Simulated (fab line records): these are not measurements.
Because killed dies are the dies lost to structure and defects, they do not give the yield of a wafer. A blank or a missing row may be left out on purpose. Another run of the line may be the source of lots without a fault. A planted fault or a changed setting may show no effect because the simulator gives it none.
fab line records :: flow n5_finfet :: part 2 of 2: steps 16 to 25 of 25
[record]
  lots = 5
  wafers = 15
  last_day = 16
route steps=1938 shown MOL_CONTACT_COAG@602
lots with no fault: from the same line, run without faults
start_h: start of the lot's first displayed wafer, in hours after the record's first day :: wait_h: time in hours since the lot's previous step :: " repeats the value in the row above :: L1.1+2: one row covering several wafers at once :: - no value, or no start given :: * or withheld: withheld :: < > ~ a bound
route shown NAME@n: names a module that has steps shown in the file, with the first one's number in the route :: usual: mean/standard deviation taken from wafers without a fault :: same: alike in all rows :: chamber/n: place in a boat :: sites: each site's reading :: _std_site: standard deviation across them :: _edge_site: outer sites' mean less inner sites' :: radius_mm: how far each site lies from the wafer's centre :: mask NAME#n: copy n :: behind: the most recent tool/chamber to have shaped the wafer :: hold: reason for holding the lot/hours on hold/outcome of the hold :: device: the transistor (n, p or np) that didn't switch :: end of line: the route-end tests of the same wafers :: a step without rows: its recipe alone :: killed: at the first sort, the dies lost to defects and structure; wafer yield is something else :: map: a wafer's dies, marking killed ones x, the rest . and places with no die _
set.NAME: the run value of the setting; set.NAME@STEP: its run value at that earlier step :: model.NAME: the simulator's own value behind a step, which no gauge read
certain route steps with their lots: each step a table, each wafer a row
services: when a tool's chamber went out of use (start_h, in hours from the record's first day, below 0 if earlier), for how many hours, and the reason
[[steps]]
[step N5_MOL_CONTACT_COAG_ETCH_48]
[recipe]
  chemistry = C4F6/O2
  target_depth_a = 150
  overetch_a = 45
  mask_material = SOC
  target = SiOC
  bias_w = 465
  pressure_mtorr = 10
  time_s = 17
  source_w = 335
  Ar_flow_sccm = 300
  C4F6_flow_sccm = 10
  O2_flow_sccm = 10
  ion_energy_ev = 576
[usual]
  drypump_motor_current_A = 5.48/0.29
  oes_f_703_au = 0.81/0.079
  oes_product_au = 0.68/0.073
  rf_vpp_V = 1586/21
  showerhead_plenum_p_Torr = 2.87/0.07
  throttle_valve_pct = 40.57/0.14
lot.wafer: L079.1
tool: rie_diel-04
chamber: 3
start_h: 140.70
wait_h: 0.0
drypump_motor_current_A: 5.61
oes_f_703_au: 0.88
oes_product_au: 0.73
rf_hours_counter_h: 42
rf_vpp_V: 1579
showerhead_plenum_p_Torr: 2.89
throttle_valve_pct: 40.55

lot.wafer: L079.3
tool: rie_diel-04
chamber: 1
start_h: 140.70
wait_h: 0.0
drypump_motor_current_A: 5.42
oes_f_703_au: 0.92
oes_product_au: 0.81
rf_hours_counter_h: 20
rf_vpp_V: 1560
showerhead_plenum_p_Torr: 2.78
throttle_valve_pct: 40.64

lot.wafer: L079.4
tool: rie_diel-04
chamber: 2
start_h: 140.70
wait_h: 0.0
drypump_motor_current_A: 5.42
oes_f_703_au: 0.88
oes_product_au: 0.73
rf_hours_counter_h: 54
rf_vpp_V: 1563
showerhead_plenum_p_Torr: 2.89
throttle_valve_pct: 40.59

lot.wafer: L082.1
tool: rie_diel-02
chamber: 2
start_h: 146.42
wait_h: 0.0
drypump_motor_current_A: 5.49
oes_f_703_au: 0.74
oes_product_au: 0.63
rf_hours_counter_h: 169
rf_vpp_V: 1618
showerhead_plenum_p_Torr: 2.83
throttle_valve_pct: 40.55

lot.wafer: L082.3
tool: rie_diel-02
chamber: 0
start_h: 146.42
wait_h: 0.0
drypump_motor_current_A: 5.68
oes_f_703_au: 0.73
oes_product_au: 0.58
rf_hours_counter_h: 212
rf_vpp_V: 1591
showerhead_plenum_p_Torr: 2.91
throttle_valve_pct: 40.76

lot.wafer: L082.6
tool: rie_diel-02
chamber: 0
start_h: 146.42
wait_h: 0.0
drypump_motor_current_A: 5.70
oes_f_703_au: 0.72
oes_product_au: 0.56
rf_hours_counter_h: -
rf_vpp_V: 1593
showerhead_plenum_p_Torr: 2.91
throttle_valve_pct: 40.74

lot.wafer: L083.1
tool: rie_diel-04
chamber: 2
start_h: 153.62
wait_h: 0.0
drypump_motor_current_A: 5.42
oes_f_703_au: 0.87
oes_product_au: 0.71
rf_hours_counter_h: 59
rf_vpp_V: 1563
showerhead_plenum_p_Torr: 2.89
throttle_valve_pct: 40.59

lot.wafer: L083.4
tool: rie_diel-04
chamber: 1
start_h: 153.62
wait_h: 0.0
drypump_motor_current_A: 5.43
oes_f_703_au: 0.90
oes_product_au: 0.73
rf_hours_counter_h: -
rf_vpp_V: 1561
showerhead_plenum_p_Torr: 2.78
throttle_valve_pct: 40.63

lot.wafer: L083.5
tool: rie_diel-04
chamber: 2
start_h: 153.62
wait_h: 0.0
drypump_motor_current_A: 5.40
oes_f_703_au: 0.88
oes_product_au: 0.72
rf_hours_counter_h: -
rf_vpp_V: 1561
showerhead_plenum_p_Torr: 2.89
throttle_valve_pct: 40.59

lot.wafer: L089.1
tool: rie_diel-04
chamber: 0
start_h: 190.69
wait_h: 0.0
drypump_motor_current_A: 5.75
oes_f_703_au: 0.71
oes_product_au: 0.57
rf_hours_counter_h: 225
rf_vpp_V: 1577
showerhead_plenum_p_Torr: 2.80
throttle_valve_pct: 40.51

lot.wafer: L089.2
tool: rie_diel-04
chamber: 3
start_h: 190.69
wait_h: 0.0
drypump_motor_current_A: 5.61
oes_f_703_au: 0.85
oes_product_au: 0.71
rf_hours_counter_h: 54
rf_vpp_V: 1579
showerhead_plenum_p_Torr: 2.89
throttle_valve_pct: 40.54

lot.wafer: L089.6
tool: rie_diel-04
chamber: 0
start_h: 190.69
wait_h: 0.0
drypump_motor_current_A: 5.73
oes_f_703_au: 0.71
oes_product_au: 0.57
rf_hours_counter_h: -
rf_vpp_V: 1577
showerhead_plenum_p_Torr: 2.80
throttle_valve_pct: 40.51

lot.wafer: L093.2
tool: rie_diel-01
chamber: 3
start_h: 217.49
wait_h: 0.0
drypump_motor_current_A: 5.67
oes_f_703_au: 0.86
oes_product_au: 0.73
rf_hours_counter_h: 55
rf_vpp_V: 1573
showerhead_plenum_p_Torr: 2.76
throttle_valve_pct: 40.30

lot.wafer: L093.4
tool: rie_diel-01
chamber: 2
start_h: 217.49
wait_h: 0.0
drypump_motor_current_A: 6.05
oes_f_703_au: 0.85
oes_product_au: 0.70
rf_hours_counter_h: 64
rf_vpp_V: 1614
showerhead_plenum_p_Torr: 2.99
throttle_valve_pct: 40.63

lot.wafer: L093.5
tool: rie_diel-01
chamber: 0
start_h: 217.49
wait_h: 0.0
drypump_motor_current_A: 5.26
oes_f_703_au: 0.85
oes_product_au: 0.72
rf_hours_counter_h: -
rf_vpp_V: 1632
showerhead_plenum_p_Torr: 2.99
throttle_valve_pct: 40.51
[step N5_MOL_CONTACT_COAG_STRIP_72]
[recipe]
  chemistry = N2/H2
  power_w = 450
  temp_c = 40
  pressure_mtorr = 20
  rf_frequency_hz = 6e+07
  overash_fraction = 3
  bias_power_w = 7
  h2_frac = 0.5
  n2_flow_sccm = 200
  h2_flow_sccm = 200
[usual]
  drypump_motor_current_A = 5.49/0.3
  n2_flow_sccm = 199.9/0.67
  oes_product_au = 0.81/0.085
  rf_vpp_V = 59.6/2
  showerhead_plenum_p_Torr = 2.57/0.064
  throttle_valve_pct = 23.62/0.24
lot.wafer: L079.1
tool: rie_diel-04
chamber: 3
start_h: 140.75
wait_h: 0.0
drypump_motor_current_A: 5.59
n2_flow_sccm: 200.0
oes_product_au: 0.89
rf_hours_counter_h: 42
rf_vpp_V: 59.3
showerhead_plenum_p_Torr: 2.58
throttle_valve_pct: 23.56

lot.wafer: L079.3
tool: rie_diel-04
chamber: 1
start_h: 140.75
wait_h: 0.0
drypump_motor_current_A: 5.41
n2_flow_sccm: 199.3
oes_product_au: 0.94
rf_hours_counter_h: 20
rf_vpp_V: 57.9
showerhead_plenum_p_Torr: 2.49
throttle_valve_pct: 23.76

lot.wafer: L079.4
tool: rie_diel-04
chamber: 2
start_h: 140.75
wait_h: 0.0
drypump_motor_current_A: 5.42
n2_flow_sccm: 199.8
oes_product_au: 0.88
rf_hours_counter_h: 54
rf_vpp_V: 55.9
showerhead_plenum_p_Torr: 2.58
throttle_valve_pct: 23.72

lot.wafer: L082.1
tool: rie_diel-02
chamber: 2
start_h: 146.48
wait_h: 0.0
drypump_motor_current_A: 5.51
n2_flow_sccm: 199.8
oes_product_au: 0.74
rf_hours_counter_h: 169
rf_vpp_V: 60.7
showerhead_plenum_p_Torr: 2.52
throttle_valve_pct: 23.45

lot.wafer: L082.3
tool: rie_diel-02
chamber: 0
start_h: 146.48
wait_h: 0.0
drypump_motor_current_A: 5.67
n2_flow_sccm: 199.4
oes_product_au: 0.69
rf_hours_counter_h: 212
rf_vpp_V: 60.1
showerhead_plenum_p_Torr: 2.63
throttle_valve_pct: 24.19

lot.wafer: L082.6
tool: rie_diel-02
chamber: 0
start_h: 146.48
wait_h: 0.0
drypump_motor_current_A: 5.65
n2_flow_sccm: 200.1
oes_product_au: 0.70
rf_hours_counter_h: -
rf_vpp_V: 60.5
showerhead_plenum_p_Torr: 2.63
throttle_valve_pct: 24.16

lot.wafer: L083.1
tool: rie_diel-04
chamber: 2
start_h: 153.68
wait_h: 0.0
drypump_motor_current_A: 5.42
n2_flow_sccm: 199.1
oes_product_au: 0.86
rf_hours_counter_h: 59
rf_vpp_V: 61.4
showerhead_plenum_p_Torr: 2.58
throttle_valve_pct: 23.72

lot.wafer: L083.4
tool: rie_diel-04
chamber: 1
start_h: 153.68
wait_h: 0.0
drypump_motor_current_A: 5.42
n2_flow_sccm: 200.2
oes_product_au: 0.92
rf_hours_counter_h: -
rf_vpp_V: 57.1
showerhead_plenum_p_Torr: 2.49
throttle_valve_pct: 23.75

lot.wafer: L083.5
tool: rie_diel-04
chamber: 2
start_h: 153.68
wait_h: 0.0
drypump_motor_current_A: 5.39
n2_flow_sccm: 198.5
oes_product_au: 0.86
rf_hours_counter_h: -
rf_vpp_V: 63.3
showerhead_plenum_p_Torr: 2.58
throttle_valve_pct: 23.72

lot.wafer: L089.1
tool: rie_diel-04
chamber: 0
start_h: 190.75
wait_h: 0.0
drypump_motor_current_A: 5.72
n2_flow_sccm: 199.4
oes_product_au: 0.71
rf_hours_counter_h: 225
rf_vpp_V: 61.8
showerhead_plenum_p_Torr: 2.50
throttle_valve_pct: 23.50

lot.wafer: L089.2
tool: rie_diel-04
chamber: 3
start_h: 190.75
wait_h: 0.0
drypump_motor_current_A: 5.64
n2_flow_sccm: 199.6
oes_product_au: 0.86
rf_hours_counter_h: 54
rf_vpp_V: 61.8
showerhead_plenum_p_Torr: 2.57
throttle_valve_pct: 23.55

lot.wafer: L089.6
tool: rie_diel-04
chamber: 0
start_h: 190.75
wait_h: 0.0
drypump_motor_current_A: 5.71
n2_flow_sccm: 199.0
oes_product_au: 0.70
rf_hours_counter_h: -
rf_vpp_V: 59.4
showerhead_plenum_p_Torr: 2.50
throttle_valve_pct: 23.52

lot.wafer: L093.2
tool: rie_diel-01
chamber: 3
start_h: 217.54
wait_h: 0.0
drypump_motor_current_A: 5.71
n2_flow_sccm: 199.8
oes_product_au: 0.86
rf_hours_counter_h: 55
rf_vpp_V: 59.6
showerhead_plenum_p_Torr: 2.47
throttle_valve_pct: 23.36

lot.wafer: L093.4
tool: rie_diel-01
chamber: 2
start_h: 217.54
wait_h: 0.0
drypump_motor_current_A: 6.11
n2_flow_sccm: 199.7
oes_product_au: 0.86
rf_hours_counter_h: 64
rf_vpp_V: 59.7
showerhead_plenum_p_Torr: 2.68
throttle_valve_pct: 23.40

lot.wafer: L093.5
tool: rie_diel-01
chamber: 0
start_h: 217.54
wait_h: 0.0
drypump_motor_current_A: 5.29
n2_flow_sccm: 200.0
oes_product_au: 0.84
rf_hours_counter_h: -
rf_vpp_V: 62.1
showerhead_plenum_p_Torr: 2.68
throttle_valve_pct: 23.41
[step N5_MOL_CONTACT_COAG_STRIP_49]
[recipe]
  chemistry = N2/H2
  time_s = 30
  power_w = 1000
  temp_c = 250
  pressure_mtorr = withheld
  n2_flow_sccm = 1750
  h2_flow_sccm = 3250
[usual]
  drypump_motor_current_A = 6.0/0.53
  heater_power_w = 326/32
  n2_flow_sccm = 1750/5.1
lot.wafer: L079.1
tool: plasma_asher-01
chamber: 0
start_h: 140.84
wait_h: -
drypump_motor_current_A: 6.5
heater_power_w: 309
n2_flow_sccm: 1748
rf_hours_counter_h: 99

lot.wafer: L079.3
tool: plasma_asher-01
chamber: 1
start_h: 140.84
wait_h: -
drypump_motor_current_A: 5.6
heater_power_w: 382
n2_flow_sccm: 1750
rf_hours_counter_h: -

lot.wafer: L079.4
tool: plasma_asher-01
chamber: 0
start_h: 140.84
wait_h: -
drypump_motor_current_A: 6.5
heater_power_w: 317
n2_flow_sccm: 1750
rf_hours_counter_h: -

lot.wafer: L082.1
tool: plasma_asher-01
chamber: 0
start_h: 146.56
wait_h: -
drypump_motor_current_A: 6.4
heater_power_w: 315
n2_flow_sccm: 1750
rf_hours_counter_h: 99

lot.wafer: L082.3
tool: plasma_asher-01
chamber: 0
start_h: 146.56
wait_h: -
drypump_motor_current_A: 6.4
heater_power_w: 320
n2_flow_sccm: 1760
rf_hours_counter_h: -

lot.wafer: L082.6
tool: plasma_asher-01
chamber: 1
start_h: 146.56
wait_h: -
drypump_motor_current_A: 5.6
heater_power_w: 375
n2_flow_sccm: 1755
rf_hours_counter_h: -

lot.wafer: L083.1
tool: plasma_asher-02
chamber: 0
start_h: 153.76
wait_h: -
drypump_motor_current_A: 6.6
heater_power_w: 305
n2_flow_sccm: 1750
rf_hours_counter_h: 52

lot.wafer: L083.4
tool: plasma_asher-02
chamber: 1
start_h: 153.76
wait_h: -
drypump_motor_current_A: 5.4
heater_power_w: 307
n2_flow_sccm: 1759
rf_hours_counter_h: -

lot.wafer: L083.5
tool: plasma_asher-02
chamber: 1
start_h: 153.76
wait_h: -
drypump_motor_current_A: 5.4
heater_power_w: 293
n2_flow_sccm: 1754
rf_hours_counter_h: -

lot.wafer: L089.1
tool: plasma_asher-01
chamber: 1
start_h: 190.83
wait_h: -
drypump_motor_current_A: 5.6
heater_power_w: 376
n2_flow_sccm: 1746
rf_hours_counter_h: 111

lot.wafer: L089.2
tool: plasma_asher-01
chamber: 0
start_h: 190.83
wait_h: -
drypump_motor_current_A: 6.5
heater_power_w: 323
n2_flow_sccm: 1752
rf_hours_counter_h: 111

lot.wafer: L089.6
tool: plasma_asher-01
chamber: 0
start_h: 190.83
wait_h: -
drypump_motor_current_A: 6.5
heater_power_w: 310
n2_flow_sccm: 1757
rf_hours_counter_h: -

lot.wafer: L093.2
tool: plasma_asher-02
chamber: 1
start_h: 217.62
wait_h: -
drypump_motor_current_A: 5.4
heater_power_w: 296
n2_flow_sccm: 1757
rf_hours_counter_h: 59

lot.wafer: L093.4
tool: plasma_asher-02
chamber: 1
start_h: 217.62
wait_h: -
drypump_motor_current_A: 5.4
heater_power_w: 303
n2_flow_sccm: 1753
rf_hours_counter_h: -

lot.wafer: L093.5
tool: plasma_asher-02
chamber: 0
start_h: 217.62
wait_h: -
drypump_motor_current_A: 6.6
heater_power_w: 303
n2_flow_sccm: 1756
rf_hours_counter_h: -
[step N5_MOL_CONTACT_COAG_PRECLEAN_138]
[recipe]
  chemistry = alkaline_clean
  temp_c = 60
  time_s = 60
  do_ppb = 50
[usual]
  do_ppb = 50.0/0.53
lot.wafer: L079.1
tool: wet_bench-06
chamber: 3
start_h: 140.92
wait_h: 0.1
do_ppb: 50.3

lot.wafer: L079.3
tool: wet_bench-06
chamber: 2
start_h: 140.92
wait_h: 0.1
do_ppb: 49.5

lot.wafer: L079.4
tool: wet_bench-06
chamber: 4
start_h: 140.92
wait_h: 0.1
do_ppb: 49.9

lot.wafer: L082.1
tool: wet_bench-06
chamber: 3
start_h: 146.65
wait_h: 0.1
do_ppb: 50.5

lot.wafer: L082.3
tool: wet_bench-06
chamber: 4
start_h: 146.65
wait_h: 0.1
do_ppb: 50.3

lot.wafer: L082.6
tool: wet_bench-06
chamber: 7
start_h: 146.65
wait_h: 0.1
do_ppb: 50.6

lot.wafer: L083.1
tool: wet_bench-03
chamber: 5
start_h: 153.85
wait_h: 0.1
do_ppb: 50.0

lot.wafer: L083.4
tool: wet_bench-03
chamber: 7
start_h: 153.85
wait_h: 0.1
do_ppb: 50.1

lot.wafer: L083.5
tool: wet_bench-03
chamber: 6
start_h: 153.85
wait_h: 0.1
do_ppb: 50.3

lot.wafer: L089.1
tool: wet_bench-05
chamber: 5
start_h: 190.91
wait_h: 0.1
do_ppb: 49.3

lot.wafer: L089.2
tool: wet_bench-05
chamber: 4
start_h: 190.91
wait_h: 0.1
do_ppb: 50.3

lot.wafer: L089.6
tool: wet_bench-05
chamber: 7
start_h: 190.91
wait_h: 0.1
do_ppb: 49.9

lot.wafer: L093.2
tool: wet_bench-05
chamber: 5
start_h: 217.71
wait_h: 0.1
do_ppb: 50.7

lot.wafer: L093.4
tool: wet_bench-05
chamber: 3
start_h: 217.71
wait_h: 0.1
do_ppb: 50.2

lot.wafer: L093.5
tool: wet_bench-05
chamber: 2
start_h: 217.71
wait_h: 0.1
do_ppb: 50.6
[step N5_MOL_CONTACT_COAG_SRD_139]
[recipe]
  dry = ipa_marangoni
  time_s = 30
  temp_c = 23
  rinse_liquid = diw
lot.wafer: L079.1+3+4
tool: wet_bench-06
chamber: 3,2,4
start_h: 140.94
wait_h: 0.0

lot.wafer: L082.1+3+6
tool: wet_bench-06
chamber: 3,4,7
start_h: 146.67
wait_h: 0.0

lot.wafer: L083.1+4+5
tool: wet_bench-03
chamber: 5,7,6
start_h: 153.87
wait_h: 0.0

lot.wafer: L089.1+2+6
tool: wet_bench-05
chamber: 5,4,7
start_h: 190.93
wait_h: 0.0

lot.wafer: L093.2+4+5
tool: wet_bench-05
chamber: 5,3,2
start_h: 217.73
wait_h: 0.0
[step N5_MOL_CONTACT_COAG_CD_MEAS_101]
[recipe]
  target_cd_nm = 16
[usual]
  cd_nm = 16.02/0.28
lot.wafer: L079.1
tool: cd_sem-01
chamber: -
start_h: 140.99
wait_h: 0.0
cd_nm: 16.08

lot.wafer: L079.3
tool: cd_sem-01
chamber: -
start_h: 140.99
wait_h: 0.0
cd_nm: 15.88

lot.wafer: L079.4
tool: cd_sem-01
chamber: -
start_h: 140.99
wait_h: 0.0
cd_nm: 15.96

lot.wafer: L082.1
tool: cd_sem-01
chamber: -
start_h: 146.71
wait_h: 0.0
cd_nm: 15.95

lot.wafer: L082.3
tool: cd_sem-01
chamber: -
start_h: 146.71
wait_h: 0.0
cd_nm: 15.99

lot.wafer: L082.6
tool: cd_sem-01
chamber: -
start_h: 146.71
wait_h: 0.0
cd_nm: 15.74

lot.wafer: L083.1
tool: cd_sem-03
chamber: -
start_h: 153.91
wait_h: 0.0
cd_nm: 15.93

lot.wafer: L083.4
tool: cd_sem-03
chamber: -
start_h: 153.91
wait_h: 0.0
cd_nm: 15.96

lot.wafer: L083.5
tool: cd_sem-03
chamber: -
start_h: 153.91
wait_h: 0.0
cd_nm: 15.42

lot.wafer: L089.1
tool: cd_sem-01
chamber: -
start_h: 190.97
wait_h: 0.0
cd_nm: 16.19

lot.wafer: L089.2
tool: cd_sem-01
chamber: -
start_h: 190.97
wait_h: 0.0
cd_nm: 16.05

lot.wafer: L089.6
tool: cd_sem-01
chamber: -
start_h: 190.97
wait_h: 0.0
cd_nm: 16.02

lot.wafer: L093.2
tool: cd_sem-02
chamber: -
start_h: 217.77
wait_h: 0.0
cd_nm: 16.11

lot.wafer: L093.4
tool: cd_sem-02
chamber: -
start_h: 217.77
wait_h: 0.0
cd_nm: 16.58

lot.wafer: L093.5
tool: cd_sem-02
chamber: -
start_h: 217.77
wait_h: 0.0
cd_nm: 16.29
[step N5_MOL_CONTACT_COAG_PRE_CLEAN_121]
[recipe]
  gas = H2/He
  time_s = *
  temp_c = withheld
lot.wafer: L079.1+3+4
tool: cvd_w-02
chamber: 0,0,1
start_h: 141.03
wait_h: 0.0

lot.wafer: L082.1+3+6
tool: cvd_w-02
chamber: 0,1,1
start_h: 146.75
wait_h: 0.0

lot.wafer: L083.1+4+5
tool: cvd_w-02
chamber: 1,0,0
start_h: 153.95
wait_h: 0.0

lot.wafer: L089.1+2+6
tool: cvd_w-01
chamber: 1,0,1
start_h: 191.02
wait_h: 0.0

lot.wafer: L093.2+4+5
tool: cvd_w-01
chamber: 1,0,0
start_h: 217.81
wait_h: 0.0
[step N5_MOL_CONTACT_COAG_CVD_140]
[recipe]
  material = W
  target_thk_a = 665
  mode = selective_fill
  temp_c = 300
  time_s = 215
[usual]
  heater_power_w = 503/49
lot.wafer: L079.1
tool: cvd_w-02
chamber: 0
start_h: 141.12
wait_h: 0.1
heater_power_w: 454

lot.wafer: L079.3
tool: cvd_w-02
chamber: 0
start_h: 141.12
wait_h: 0.1
heater_power_w: 448

lot.wafer: L079.4
tool: cvd_w-02
chamber: 1
start_h: 141.12
wait_h: 0.1
heater_power_w: 477

lot.wafer: L082.1
tool: cvd_w-02
chamber: 0
start_h: 146.84
wait_h: 0.1
heater_power_w: 448

lot.wafer: L082.3
tool: cvd_w-02
chamber: 1
start_h: 146.84
wait_h: 0.1
heater_power_w: 462

lot.wafer: L082.6
tool: cvd_w-02
chamber: 1
start_h: 146.84
wait_h: 0.1
heater_power_w: 469

lot.wafer: L083.1
tool: cvd_w-02
chamber: 1
start_h: 154.04
wait_h: 0.1
heater_power_w: 460

lot.wafer: L083.4
tool: cvd_w-02
chamber: 0
start_h: 154.04
wait_h: 0.1
heater_power_w: 458

lot.wafer: L083.5
tool: cvd_w-02
chamber: 0
start_h: 154.04
wait_h: 0.1
heater_power_w: 451

lot.wafer: L089.1
tool: cvd_w-01
chamber: 1
start_h: 191.11
wait_h: 0.1
heater_power_w: 517

lot.wafer: L089.2
tool: cvd_w-01
chamber: 0
start_h: 191.11
wait_h: 0.1
heater_power_w: 584

lot.wafer: L089.6
tool: cvd_w-01
chamber: 1
start_h: 191.11
wait_h: 0.1
heater_power_w: 521

lot.wafer: L093.2
tool: cvd_w-01
chamber: 1
start_h: 217.90
wait_h: 0.1
heater_power_w: 543

lot.wafer: L093.4
tool: cvd_w-01
chamber: 0
start_h: 217.90
wait_h: 0.1
heater_power_w: 584

lot.wafer: L093.5
tool: cvd_w-01
chamber: 0
start_h: 217.90
wait_h: 0.1
heater_power_w: 566
[step N5_MOL_CONTACT_COAG_PRECLEAN_127]
[recipe]
  chemistry = DIW
  time_s = 57.5
  temp_c = 23
lot.wafer: L079.1+3+4
tool: wet_bench-05
chamber: 5,7,0
start_h: 141.39
wait_h: 0.2

lot.wafer: L082.1+3+6
tool: wet_bench-06
chamber: 5,7,4
start_h: 147.11
wait_h: 0.2

lot.wafer: L083.1+4+5
tool: wet_bench-05
chamber: 4,6,3
start_h: 154.31
wait_h: 0.2

lot.wafer: L089.1+2+6
tool: wet_bench-06
chamber: 2,4,7
start_h: 191.39
wait_h: 0.2

lot.wafer: L093.2+4+5
tool: wet_bench-03
chamber: 2,1,4
start_h: 218.17
wait_h: 0.2
[step N5_MOL_CONTACT_COAG_SRD_128]
[recipe]
  dry_time_s = 32
  dry = n2_spin
  spin_rpm = 1500
[usual]
  spin_rpm = 1500.0/0.72
lot.wafer: L079.1
tool: wet_bench-05
chamber: 5
start_h: 141.41
wait_h: 0.0
spin_rpm: 1500.2

lot.wafer: L079.3
tool: wet_bench-05
chamber: 7
start_h: 141.41
wait_h: 0.0
spin_rpm: 1500.3

lot.wafer: L079.4
tool: wet_bench-05
chamber: 0
start_h: 141.41
wait_h: 0.0
spin_rpm: 1500.1

lot.wafer: L082.1
tool: wet_bench-06
chamber: 5
start_h: 147.13
wait_h: 0.0
spin_rpm: 1500.4

lot.wafer: L082.3
tool: wet_bench-06
chamber: 7
start_h: 147.13
wait_h: 0.0
spin_rpm: 1499.7

lot.wafer: L082.6
tool: wet_bench-06
chamber: 4
start_h: 147.13
wait_h: 0.0
spin_rpm: 1499.9

lot.wafer: L083.1
tool: wet_bench-05
chamber: 4
start_h: 154.33
wait_h: 0.0
spin_rpm: 1499.7

lot.wafer: L083.4
tool: wet_bench-05
chamber: 6
start_h: 154.33
wait_h: 0.0
spin_rpm: 1500.5

lot.wafer: L083.5
tool: wet_bench-05
chamber: 3
start_h: 154.33
wait_h: 0.0
spin_rpm: 1498.7

lot.wafer: L089.1
tool: wet_bench-06
chamber: 2
start_h: 191.41
wait_h: 0.0
spin_rpm: 1500.4

lot.wafer: L089.2
tool: wet_bench-06
chamber: 4
start_h: 191.41
wait_h: 0.0
spin_rpm: 1500.4

lot.wafer: L089.6
tool: wet_bench-06
chamber: 7
start_h: 191.41
wait_h: 0.0
spin_rpm: 1500.2

lot.wafer: L093.2
tool: wet_bench-03
chamber: 2
start_h: 218.19
wait_h: 0.0
spin_rpm: 1499.8

lot.wafer: L093.4
tool: wet_bench-03
chamber: 1
start_h: 218.19
wait_h: 0.0
spin_rpm: 1498.1

lot.wafer: L093.5
tool: wet_bench-03
chamber: 4
start_h: 218.19
wait_h: 0.0
spin_rpm: 1499.4
[[services]]
tool: rie_diel-01
chamber: 1
start_h: 136.85
hours: 10.3
kind: repair

tool: rie_diel-02
chamber: 1
start_h: 137.28
hours: 9.5
kind: repair

tool: rie_diel-04
chamber: 3
start_h: 144.66
hours: 14.2
kind: repair

tool: cvd_w-01
chamber: -
start_h: 152.84
hours: 6.9
kind: pm

tool: cvd_w-02
chamber: -
start_h: 154.43
hours: 1.4
kind: repair

tool: rie_diel-02
chamber: -
start_h: 159.50
hours: 1.4
kind: repair

tool: ald_sin-01
chamber: -
start_h: 177.28
hours: 1.1
kind: repair

tool: plasma_asher-02
chamber: -
start_h: 178.96
hours: 28.1
kind: pm

tool: rie_diel-01
chamber: 0
start_h: 183.85
hours: 7.7
kind: repair

tool: rie_diel-02
chamber: 3
start_h: 195.74
hours: 3.8
kind: repair

tool: ald_sin-01
chamber: 3
start_h: 200.20
hours: 3.2
kind: repair

tool: rie_diel-04
chamber: 1
start_h: 207.48
hours: 14.3
kind: repair

tool: rie_diel-04
chamber: -
start_h: 209.64
hours: 0.6
kind: repair

tool: rie_diel-04
chamber: 0
start_h: 217.81
hours: 6.3
kind: repair
